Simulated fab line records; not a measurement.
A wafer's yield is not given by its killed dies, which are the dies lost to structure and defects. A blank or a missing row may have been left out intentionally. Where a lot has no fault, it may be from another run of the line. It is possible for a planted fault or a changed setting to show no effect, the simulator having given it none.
2 desks looking at one fault -- flow n5_finfet -- each desk holds nothing but its own numbers, with what lay behind them at the end

## THE METROLOGY DESK
Means of the sampled wafers that have a number, per lot and without regard to the tool the lot ran on: this is what the gauges read. Any lot whose mean is over 4 standard deviations away from the usual mean is out of limits and marked OUT; that distance is given in the brackets.
Columns: A = cd_nm at N5_PASSIVATION_CD_MEAS_44, usual 39997 nm
lot,first seen here,A
L953,day 13 08:47,39996
L960,day 14 15:07,39992
L957,day 14 15:28,39996
L963,day 16 01:53,39996
L964,day 16 05:42,39999
L962,day 16 07:01,39977 (-5.7) OUT
L966,day 16 10:08,39989
L968,day 16 13:56,39986
L969,day 16 17:27,39999
L974,day 18 17:49,39999
L975,day 19 12:59,40001
This desk's verdict: out of limits on L962, starting with L962 at day 16 07:01 (cd_nm at N5_PASSIVATION_CD_MEAS_44). L953, L960, L957, L963, L964, L966, L968, L969, L974, L975: within limits.

## THE DEFECT DESK
Lot by lot, what the route's inspections counted, given as the mean of those sampled wafers with a number. Any lot whose mean is over 4 standard deviations away from the usual mean is out of limits and marked OUT; that distance is given in the brackets.
Columns: A = raw_defect_count at N5_PASSIVATION_INSPECT_67, usual 2.1
lot,first seen here,A
L953,day 13 08:50,2.0
L960,day 14 15:10,3.0
L957,day 14 15:31,4.7
L963,day 16 01:56,3.7
L964,day 16 05:45,2.3
L962,day 16 07:04,1.0
L966,day 16 10:11,2.5
L968,day 16 13:59,2.0
L969,day 16 17:31,2.0
L974,day 18 17:53,2.0
L975,day 19 13:02,1.7
This desk's finding: nothing out of limits on any of the 11 lots.

## BROUGHT TOGETHER
The metrology desk could have raised an alarm at day 16 07:01, on L962.
Nothing the defect desk looked at was out of limits.
The defect desk has L962 on record, within its limits.
The lots listed all ran N5_PASSIVATION_PEB_42 on litho_track-01.

## WHAT THE SIMULATOR HAD INSERTED
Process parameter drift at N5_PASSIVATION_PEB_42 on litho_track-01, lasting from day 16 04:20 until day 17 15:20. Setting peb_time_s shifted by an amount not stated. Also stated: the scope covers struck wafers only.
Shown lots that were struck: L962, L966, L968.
Time in hours between the start of the fault and the first out-of-limits reading at each desk: metrology desk, 3.
